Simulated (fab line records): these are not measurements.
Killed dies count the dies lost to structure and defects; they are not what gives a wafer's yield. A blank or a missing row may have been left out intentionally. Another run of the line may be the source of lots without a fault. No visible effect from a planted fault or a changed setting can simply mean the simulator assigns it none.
fab line records ; flow nandHarc
[record] lots = 6; wafers = 18; lastDay = 33
route steps=1302 shown A_ONON_D1@438 A_CHANNEL_HOLE_D1@450 END@1302
lots that met no fault: from a run of the same line without faults
startH: the number of hours between the record's first day and the start of the first shown wafer of the lot ; waitH: hours from the lot's prior step to this one ; " repeats the value in the row above ; L1.1+2: a single row standing in for several wafers ; - no value, or no start given ; * or withheld: withheld ; < > ~ a bound
route shown NAME@n: names a module that has steps shown in the file, with the first one's number in the route ; usual: mean/standard deviation of fault-free wafers ; same: alike in all rows ; chamber/n: place in a boat ; sites: readings site by site ; _std_site: the values' standard deviation ; _edge_site: mean of outer sites minus mean of inner sites ; radiusMm: how far each site lies from the wafer's centre ; mask NAME#n: copy n ; behind: tool/chamber where the wafer was last shaped ; hold: what put the lot on hold/how long, in hours/how the hold closed ; device: the n, p or np transistor that did not switch ; end of line: the tests these same wafers got at the end of their route ; a step given without rows: its recipe and nothing more ; killed: dies lost to structure and defects at the first sort, not the wafer's yield ; map: a wafer's dies, x killed, . not, _ none there
set.NAME: the setting as run; set.NAME@STEP: as run at that earlier step ; model.NAME: the simulator's own value behind a step, which no gauge read
lots at some steps of the route; a table a step, a row a wafer
services: the hour from which a tool's chamber was out of use, counted from the record's first day as startH (under 0 if before that day), plus the number of hours and why
[[steps]]
[step NHARC_A_ONON_D1_DEP_19]
[recipe] targetThkA = 10000; n2FlowSccm = 2750; n2oFlowSccm = 2000; nh3FlowSccm = 500; sih4FlowSccm = 210; tempC = 400
[step NHARC_A_ONON_D1_THK_MEAS_21]
[recipe] thkMeasGauge = ellipsometry
[usual] thkNm = 1002/8.5
lot.wafer;tool;chamber;startH;waitH;thkNm
L344.1;filmMetro-01;-;194.17;-;1006
L344.5;filmMetro-01;-;194.17;-;1006
L344.6;filmMetro-01;-;194.17;-;1005
L345.1;filmMetro-01;-;202.45;-;1012
L345.3;filmMetro-01;-;202.45;-;1013
L345.4;filmMetro-01;-;202.45;-;1012
L346.2;filmMetro-02;-;208.10;-;1013
L346.4;filmMetro-02;-;208.10;-;1012
L346.6;filmMetro-02;-;208.10;-;1011
L361.1;filmMetro-01;-;370.41;-;1000
L361.2;filmMetro-01;-;370.41;-;1000
L361.4;filmMetro-01;-;370.41;-;1001
L363.1;filmMetro-02;-;388.50;-;987
L363.3;filmMetro-02;-;388.50;-;987
L363.4;filmMetro-02;-;388.50;-;988
L364.2;filmMetro-01;-;388.52;-;1002
L364.3;filmMetro-01;-;388.52;-;1005
L364.4;filmMetro-01;-;388.52;-;1004
[step NHARC_A_ONON_D1_DEP_22]
[recipe] targetThkA = 10000; n2FlowSccm = 2750; n2oFlowSccm = 2000; nh3FlowSccm = 500; sih4FlowSccm = 210; tempC = 400
[step NHARC_A_ONON_D1_THK_MEAS_24]
[recipe] thkMeasGauge = ellipsometry
[usual] thkNm = 1000/10
lot.wafer;tool;chamber;startH;waitH;thkNm
L344.1;filmMetro-02;-;194.73;-;1009
L344.5;filmMetro-02;-;194.73;-;1008
L344.6;filmMetro-02;-;194.73;-;1007
L345.1;filmMetro-02;-;203.02;-;994
L345.3;filmMetro-02;-;203.02;-;993
L345.4;filmMetro-02;-;203.02;-;993
L346.2;filmMetro-02;-;208.66;-;987
L346.4;filmMetro-02;-;208.66;-;988
L346.6;filmMetro-02;-;208.66;-;988
L361.1;filmMetro-01;-;370.98;-;998
L361.2;filmMetro-01;-;370.98;-;1001
L361.4;filmMetro-01;-;370.98;-;999
L363.1;filmMetro-01;-;389.07;-;982
L363.3;filmMetro-01;-;389.07;-;982
L363.4;filmMetro-01;-;389.07;-;981
L364.2;filmMetro-02;-;389.09;-;1009
L364.3;filmMetro-02;-;389.09;-;1011
L364.4;filmMetro-02;-;389.09;-;1009
[step NHARC_A_ONON_D1_DEP_25]
[recipe] targetThkA = 10000; n2FlowSccm = 2750; n2oFlowSccm = 2000; nh3FlowSccm = 500; sih4FlowSccm = 210; tempC = 400
[step NHARC_A_ONON_D1_THK_MEAS_27]
[recipe] thkMeasGauge = ellipsometry
[usual] thkNm = 998/8.4
lot.wafer;tool;chamber;startH;waitH;thkNm
L344.1;filmMetro-01;-;195.30;-;1010
L344.5;filmMetro-01;-;195.30;-;1010
L344.6;filmMetro-01;-;195.30;-;1010
L345.1;filmMetro-02;-;203.59;-;984
L345.3;filmMetro-02;-;203.59;-;982
L345.4;filmMetro-02;-;203.59;-;984
L346.2;filmMetro-02;-;209.23;-;996
L346.4;filmMetro-02;-;209.23;-;998
L346.6;filmMetro-02;-;209.23;-;998
L361.1;filmMetro-01;-;371.55;-;1001
L361.2;filmMetro-01;-;371.55;-;1001
L361.4;filmMetro-01;-;371.55;-;1002
L363.1;filmMetro-02;-;389.63;-;1001
L363.3;filmMetro-02;-;389.63;-;1004
L363.4;filmMetro-02;-;389.63;-;1003
L364.2;filmMetro-01;-;389.65;-;997
L364.3;filmMetro-01;-;389.65;-;997
L364.4;filmMetro-01;-;389.65;-;995
[step NHARC_A_ONON_D1_DEP_28]
[recipe] targetThkA = 10000; n2FlowSccm = 2750; n2oFlowSccm = 2000; nh3FlowSccm = 500; sih4FlowSccm = 210; tempC = 400
[step NHARC_A_ONON_D1_THK_MEAS_30]
[recipe] thkMeasGauge = ellipsometry
[usual] thkNm = 998/12
lot.wafer;tool;chamber;startH;waitH;thkNm
L344.1;filmMetro-01;-;195.86;-;1010
L344.5;filmMetro-01;-;195.86;-;1010
L344.6;filmMetro-01;-;195.86;-;1011
L345.1;filmMetro-02;-;204.15;-;991
L345.3;filmMetro-02;-;204.15;-;992
L345.4;filmMetro-02;-;204.15;-;991
L346.2;filmMetro-01;-;209.79;-;997
L346.4;filmMetro-01;-;209.79;-;996
L346.6;filmMetro-01;-;209.79;-;994
L361.1;filmMetro-02;-;372.13;-;981
L361.2;filmMetro-02;-;372.13;-;980
L361.4;filmMetro-02;-;372.13;-;981
L363.1;filmMetro-01;-;390.20;-;1005
L363.3;filmMetro-01;-;390.20;-;1005
L363.4;filmMetro-01;-;390.20;-;1003
L364.2;filmMetro-02;-;390.22;-;1014
L364.3;filmMetro-02;-;390.22;-;1013
L364.4;filmMetro-02;-;390.22;-;1015
[step NHARC_A_ONON_D1_DEP_33]
[recipe] targetThkA = 2000; tempC = 400; pressureTorr = 6.5; rfW = 900; teosFlowSccm = 161.4; flowSccm = 2650; targetThkNm = 200; gas = O2; material = SiO2
[usual] chamberPressureTorr = 6.499/0.014; heaterPowerW = 558/99; rfFwdPowerW = 898.1/2.8; throttleValvePct = 16.2/0.44
lot.wafer;tool;chamber;startH;waitH;chamberPressureTorr;heaterPowerW;rfFwdPowerW;throttleValvePct
L344.1;pecvd-02;1;196.01;0.1;6.485;598;900.0;16.2
L344.6;pecvd-02;0;196.01;0.1;6.494;416;896.5;16.6
L344.5;pecvd-02;1;196.01;0.1;6.476;607;900.1;16.0
L345.1;pecvd-02;0;204.21;0.1;6.483;365;899.5;16.1
L345.3;pecvd-02;2;204.21;0.1;6.508;526;899.2;16.7
L345.4;pecvd-02;1;204.21;0.1;6.509;689;900.8;16.2
L346.2;pecvd-02;0;209.94;0.1;6.499;391;896.8;16.6
L346.4;pecvd-02;1;209.94;0.1;6.488;655;900.7;16.2
L346.6;pecvd-02;2;209.94;0.1;6.497;568;894.8;16.5
L361.1;pecvd-04;2;372.70;0.6;6.490;460;897.3;16.4
L361.2;pecvd-04;0;372.70;0.6;6.495;607;887.3;15.4
L361.4;pecvd-04;2;372.70;0.6;6.510;460;900.2;16.4
L363.3;pecvd-02;2;390.25;0.1;6.521;574;893.5;16.0
L363.1;pecvd-02;0;390.25;0.1;6.477;375;898.4;16.7
L363.4;pecvd-02;1;390.25;0.1;6.499;619;898.9;15.8
L364.2;pecvd-04;0;390.32;0.1;6.496;545;901.5;15.7
L364.3;pecvd-04;1;390.32;0.1;6.525;693;893.5;16.5
L364.4;pecvd-04;2;390.32;0.1;6.496;467;899.9;16.3
[step NHARC_A_ONON_D1_THK_MEAS_34]
[recipe] thkMeasGauge = ellipsometry
[usual] thkNm = 200.3/2.7
lot.wafer;tool;chamber;startH;waitH;thkNm
L344.1;filmMetro-01;-;196.33;-;199.4
L344.5;filmMetro-01;-;196.33;-;199.6
L344.6;filmMetro-01;-;196.33;-;204.5
L345.1;filmMetro-02;-;204.65;-;205.3
L345.3;filmMetro-02;-;204.65;-;201.4
L345.4;filmMetro-02;-;204.65;-;207.8
L346.2;filmMetro-02;-;210.27;-;196.7
L346.4;filmMetro-02;-;210.27;-;201.4
L346.6;filmMetro-02;-;210.27;-;198.1
L361.1;filmMetro-01;-;373.07;-;204.5
L361.2;filmMetro-01;-;373.07;-;199.8
L361.4;filmMetro-01;-;373.07;-;204.1
L363.1;filmMetro-02;-;390.67;-;199.6
L363.3;filmMetro-02;-;390.67;-;198.3
L363.4;filmMetro-02;-;390.67;-;202.7
L364.2;filmMetro-01;-;390.68;-;201.0
L364.3;filmMetro-01;-;390.68;-;198.1
L364.4;filmMetro-01;-;390.68;-;201.8
[step NHARC_A_ONON_D1_INSPECT_32]
[usual] rawDefectCount = 73/28
lot.wafer;tool;chamber;startH;waitH;rawDefectCount
L344.1;defectInspect-02;-;196.42;0.0;72
L344.5;defectInspect-02;-;196.42;0.0;66
L344.6;defectInspect-02;-;196.42;0.0;48
L345.1;defectInspect-01;-;204.71;0.0;73
L345.3;defectInspect-01;-;204.71;0.0;83
L345.4;defectInspect-01;-;204.71;0.0;119
L346.2;defectInspect-01;-;210.35;0.0;55
L346.4;defectInspect-01;-;210.35;0.0;86
L346.6;defectInspect-01;-;210.35;0.0;217
L361.1;defectInspect-02;-;373.15;0.0;22
L361.2;defectInspect-02;-;373.15;0.0;67
L361.4;defectInspect-02;-;373.15;0.0;54
L363.1;defectInspect-02;-;390.75;0.0;54
L363.3;defectInspect-02;-;390.75;0.0;85
L363.4;defectInspect-02;-;390.75;0.0;68
L364.2;defectInspect-01;-;390.77;0.0;96
L364.3;defectInspect-01;-;390.77;0.0;71
L364.4;defectInspect-01;-;390.77;0.0;59
[step NHARC_A_CHANNEL_HOLE_D1_DEP_00]
[recipe] targetThkA = 31000; tempC = 400; material = aC
[usual] throttleValvePct = 35.000/0.0096
lot.wafer;tool;chamber;startH;waitH;throttleValvePct
L344.1;aclDep-03;0;198.97;2.6;34.999
L344.5;aclDep-03;0;200.23;3.8;34.990
L344.6;aclDep-03;0;200.23;3.8;34.995
L345.1;aclDep-02;0;206.54;1.8;35.013
L345.3;aclDep-02;0;206.54;1.8;35.020
L345.4;aclDep-02;0;206.54;1.8;34.999
L346.2;aclDep-01;0;210.74;0.4;34.995
L346.4;aclDep-01;0;210.74;0.4;34.987
L346.6;aclDep-01;0;210.74;0.4;35.007
L361.1;aclDep-02;0;373.90;0.7;34.986
L361.2;aclDep-02;0;373.90;0.7;35.005
L361.4;aclDep-02;0;373.90;0.7;34.993
L361.1;aclDep-02;0;376.04;1.8;35.001
L361.2;aclDep-02;0;376.04;1.8;35.009
L361.4;aclDep-02;0;376.04;1.8;35.007
L363.1;aclDep-01;0;390.82;0.1;34.988
L363.3;aclDep-01;0;390.82;0.1;34.999
L363.4;aclDep-01;0;390.82;0.1;34.989
L363.1;aclDep-03;0;393.32;2.2;34.991
L363.3;aclDep-03;0;393.32;2.2;35.003
L363.4;aclDep-03;0;393.32;2.2;34.992
L364.2;aclDep-03;0;391.77;1.0;34.998
L364.3;aclDep-03;0;391.77;1.0;35.004
L364.4;aclDep-03;0;391.77;1.0;34.999
[step NHARC_A_CHANNEL_HOLE_D1_DEP_01]
[recipe] targetThkA = 1400; targetThkNm = 140; tempC = 400; pressureTorr = 3.5; flowSccm = 200; rfW = 350; material = SiON
[usual] chamberPressureTorr = 3.500/0.0077; heaterPowerW = 720/110; rfFwdPowerW = 348.6/1
lot.wafer;tool;chamber;startH;waitH;chamberPressureTorr;heaterPowerW;rfFwdPowerW
L344.1;pecvd-01;0;200.94;1.7;3.498;908;349.1
L344.5;pecvd-01;1;200.94;1.7;3.495;755;350.1
L344.6;pecvd-01;2;200.94;1.7;3.494;592;346.1
L345.1;pecvd-01;1;208.48;1.6;3.506;696;348.7
L345.3;pecvd-01;2;208.48;1.6;3.500;586;348.2
L345.4;pecvd-01;2;208.48;1.6;3.499;608;349.2
L346.2;pecvd-02;2;212.38;1.3;3.502;725;347.8
L346.6;pecvd-02;1;212.38;1.3;3.494;845;350.8
L346.4;pecvd-02;2;212.38;1.3;3.495;753;347.1
L361.1;pecvd-01;2;378.10;1.7;3.508;522;349.3
L361.2;pecvd-01;0;378.10;1.7;3.493;880;348.0
L361.4;pecvd-01;0;378.10;1.7;3.510;870;348.9
L364.2;pecvd-03;2;393.37;1.3;3.501;816;349.1
L364.3;pecvd-03;0;393.37;1.3;3.504;587;348.3
L364.4;pecvd-03;0;393.37;1.3;3.508;576;348.2
L363.3;pecvd-03;2;395.64;1.4;3.495;891;348.8
L363.1;pecvd-03;0;395.64;1.4;3.489;590;348.6
L363.4;pecvd-03;2;395.64;1.4;3.509;891;350.0
[step NHARC_END_SORT_01]
[recipe] tempC = 25
[usual] killedAtArray = 62/15; killedAtOther = 0.8/1; killedAtPeriphery = 3.7/2.6; killedDies = 66/15; killedOpen = 3.1/1.8; killedShort = 2.6/1.7
[same] grossDies = 677
lot.wafer;tool;chamber;startH;waitH;killedAtArray;killedAtOther;killedAtPeriphery;killedDies;killedOpen;killedShort
L361.1;prober-02;0;775.14;2.5;670;1;6;677;4;0
L361.2;prober-02;0;775.94;2.8;672;0;5;677;5;4
L361.4;prober-02;0;777.55;3.4;671;0;6;677;2;4
L363.1;prober-02;0;783.00;2.5;672;1;4;677;5;3
L363.3;prober-02;0;784.61;3.1;675;0;2;677;3;3
L363.4;prober-02;0;785.41;3.4;667;3;7;677;2;1
// killed by level:class
L361.1 A_CHANNEL_HOLE_D1:areaDep=605 A_CHANNEL_HOLE_D2:chamberFilmFlake=25 A_CHANNEL_HOLE_D1:chamberFilmFlake=22 A_BONDPAD:chamberFilmFlake=6 P_M1:chamberFilmFlake=4 A_STAIRCASE:chamberFilmFlake=4 A_SLIT:chamberFilmFlake=3 A_CONTACT:chamberFilmFlake=2
L361.2 A_CHANNEL_HOLE_D1:areaDep=583 A_CHANNEL_HOLE_D1:chamberFilmFlake=38 A_CHANNEL_HOLE_D2:chamberFilmFlake=25 A_CONTACT:chamberFilmFlake=10 A_BONDPAD:chamberFilmFlake=4 P_M1:chamberFilmFlake=3 A_STAIRCASE:chamberFilmFlake=2 P_M0:geometricParticle:open=1
L361.4 A_CHANNEL_HOLE_D1:areaDep=601 A_CHANNEL_HOLE_D2:chamberFilmFlake=26 A_CHANNEL_HOLE_D1:chamberFilmFlake=22 A_CONTACT:chamberFilmFlake=7 P_M1:chamberFilmFlake=3 A_BONDPAD:chamberFilmFlake=3 A_SLIT:chamberFilmFlake=2 A_STAIRCASE:chamberFilmFlake=2
L363.1 A_CHANNEL_HOLE_D1:areaDep=617 A_CHANNEL_HOLE_D2:chamberFilmFlake=28 A_CHANNEL_HOLE_D1:chamberFilmFlake=8 A_SLIT:chamberFilmFlake=5 A_STAIRCASE:chamberFilmFlake=3 A_CONTACT:chamberFilmFlake=3 P_GATE:geometricParticle:open=1 P_CONTACT:geometricParticle:short=1
L363.3 A_CHANNEL_HOLE_D1:areaDep=601 A_CHANNEL_HOLE_D2:chamberFilmFlake=28 A_CHANNEL_HOLE_D1:chamberFilmFlake=14 A_SLIT:chamberFilmFlake=8 A_STAIRCASE:chamberFilmFlake=7 A_CONTACT:chamberFilmFlake=6 A_CHANNEL_FILL_D1:chamberFilmFlake=2 A_WL_FILL:chamberFilmFlake=2
L363.4 A_CHANNEL_HOLE_D1:areaDep=602 A_CHANNEL_HOLE_D2:chamberFilmFlake=34 A_CHANNEL_HOLE_D1:chamberFilmFlake=9 A_CONTACT:chamberFilmFlake=8 A_STAIRCASE:chamberFilmFlake=7 P_ZERO_WELL:chamberFilmFlake=5 A_SLIT:chamberFilmFlake=4 THIN_TSV:chamberFilmFlake=3
// map L361.1 (x killed, . not)
____________x____________
_________xxxxxxx_________
_______xxxxxxxxxxx_______
______xxxxxxxxxxxxx______
_____xxxxxxxxxxxxxxx_____
____xxxxxxxxxxxxxxxxx____
____xxxxxxxxxxxxxxxxx____
___xxxxxxxxxxxxxxxxxxx___
___xxxxxxxxxxxxxxxxxxx___
__xxxxxxxxxxxxxxxxxxxxx__
__xxxxxxxxxxxxxxxxxxxxx__
_xxxxxxxxxxxxxxxxxxxxxxx_
_xxxxxxxxxxxxxxxxxxxxxxx_
_xxxxxxxxxxxxxxxxxxxxxxx_
_xxxxxxxxxxxxxxxxxxxxxxx_
_xxxxxxxxxxxxxxxxxxxxxxx_
xxxxxxxxxxxxxxxxxxxxxxxxx
xxxxxxxxxxxxxxxxxxxxxxxxx
xxxxxxxxxxxxxxxxxxxxxxxxx
xxxxxxxxxxxxxxxxxxxxxxxxx
xxxxxxxxxxxxxxxxxxxxxxxxx
_xxxxxxxxxxxxxxxxxxxxxxx_
_xxxxxxxxxxxxxxxxxxxxxxx_
_xxxxxxxxxxxxxxxxxxxxxxx_
_xxxxxxxxxxxxxxxxxxxxxxx_
_xxxxxxxxxxxxxxxxxxxxxxx_
__xxxxxxxxxxxxxxxxxxxxx__
__xxxxxxxxxxxxxxxxxxxxx__
___xxxxxxxxxxxxxxxxxxx___
___xxxxxxxxxxxxxxxxxxx___
____xxxxxxxxxxxxxxxxx____
____xxxxxxxxxxxxxxxxx____
_____xxxxxxxxxxxxxxx_____
______xxxxxxxxxxxxx______
_______xxxxxxxxxxx_______
_________xxxxxxx_________
____________x____________
// map L363.1 (x killed, . not)
____________x____________
_________xxxxxxx_________
_______xxxxxxxxxxx_______
______xxxxxxxxxxxxx______
_____xxxxxxxxxxxxxxx_____
____xxxxxxxxxxxxxxxxx____
____xxxxxxxxxxxxxxxxx____
___xxxxxxxxxxxxxxxxxxx___
___xxxxxxxxxxxxxxxxxxx___
__xxxxxxxxxxxxxxxxxxxxx__
__xxxxxxxxxxxxxxxxxxxxx__
_xxxxxxxxxxxxxxxxxxxxxxx_
_xxxxxxxxxxxxxxxxxxxxxxx_
_xxxxxxxxxxxxxxxxxxxxxxx_
_xxxxxxxxxxxxxxxxxxxxxxx_
_xxxxxxxxxxxxxxxxxxxxxxx_
xxxxxxxxxxxxxxxxxxxxxxxxx
xxxxxxxxxxxxxxxxxxxxxxxxx
xxxxxxxxxxxxxxxxxxxxxxxxx
xxxxxxxxxxxxxxxxxxxxxxxxx
xxxxxxxxxxxxxxxxxxxxxxxxx
_xxxxxxxxxxxxxxxxxxxxxxx_
_xxxxxxxxxxxxxxxxxxxxxxx_
_xxxxxxxxxxxxxxxxxxxxxxx_
_xxxxxxxxxxxxxxxxxxxxxxx_
_xxxxxxxxxxxxxxxxxxxxxxx_
__xxxxxxxxxxxxxxxxxxxxx__
__xxxxxxxxxxxxxxxxxxxxx__
___xxxxxxxxxxxxxxxxxxx___
___xxxxxxxxxxxxxxxxxxx___
____xxxxxxxxxxxxxxxxx____
____xxxxxxxxxxxxxxxxx____
_____xxxxxxxxxxxxxxx_____
______xxxxxxxxxxxxx______
_______xxxxxxxxxxx_______
_________xxxxxxx_________
____________x____________
[[services]]
tool;chamber;startH;hours;kind
pecvd-02;0;172.39;6.7;repair
pecvd-03;-;185.56;13.0;pm
aclDep-01;-;190.09;13.0;pm
pecvd-04;-;201.76;0.9;repair
pecvd-03;-;203.43;2.8;repair
pecvd-02;-;227.49;13.0;pm
pecvd-02;0;227.49;13.0;ventCycle
pecvd-02;1;227.49;13.0;ventCycle
pecvd-02;2;227.49;13.0;ventCycle
pecvd-03;1;230.96;7.7;repair
pecvd-02;0;240.49;-;clean
pecvd-02;1;240.49;-;clean
pecvd-02;2;240.49;-;clean
aclDep-02;-;247.96;13.0;pm
pecvd-04;-;276.10;13.0;pm
aclDep-03;-;298.51;13.0;pm
pecvd-04;-;302.30;1.9;repair
pecvd-01;-;311.00;13.0;pm
pecvd-04;-;315.63;1.8;repair
pecvd-03;-;334.73;0.5;repair
pecvd-04;-;337.61;0.6;repair
pecvd-03;-;366.56;13.0;pm
aclDep-01;-;371.35;13.0;pm
pecvd-04;-;371.44;1.2;repair
[[key]]
[firstSign] step = NHARC_A_CHANNEL_HOLE_D1_DEP_00; reading = visit; direction = added
[effect] step = NHARC_END_SORT_01; reading = killedAtArray; direction = up; sigmas = 40; usual = 62; struck = 671
[moreKillsBornAt] NHARC_A_CHANNEL_HOLE_D1_DEP_00@aclDep-03 = 1820; NHARC_A_CHANNEL_HOLE_D1_DEP_00@aclDep-02 = 1789
metAt NHARC_A_CHANNEL_HOLE_D1_DEP_00
struckWafers L361.1,L361.2,L361.4,L363.1,L363.3,L363.4
laterRowsLeftOut L361.1,L361.2,L361.4,L363.1,L363.3,L363.4
testerLeftOut L361,L363
[fault] kind = repeatedStepWhole; tool = aclDep-01,aclDep-02,aclDep-03; chamber = -; onsetH = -; steps = NHARC_A_CHANNEL_HOLE_D1_DEP_00; times = 1; scope = struckLotsOnly
// testerLeftOut: of these lots the tester's yield and bins aren't shown, on N5 and GAA mostly nor the transistor test; their killed dies are dies lost to structure and defects alone, not to doping, threshold or leakage, so they don't give the yield
// laterRowsLeftOut: the simulator's readings of these wafers behind a module that went badly wrong aren't trusted and aren't shown, but for the sort
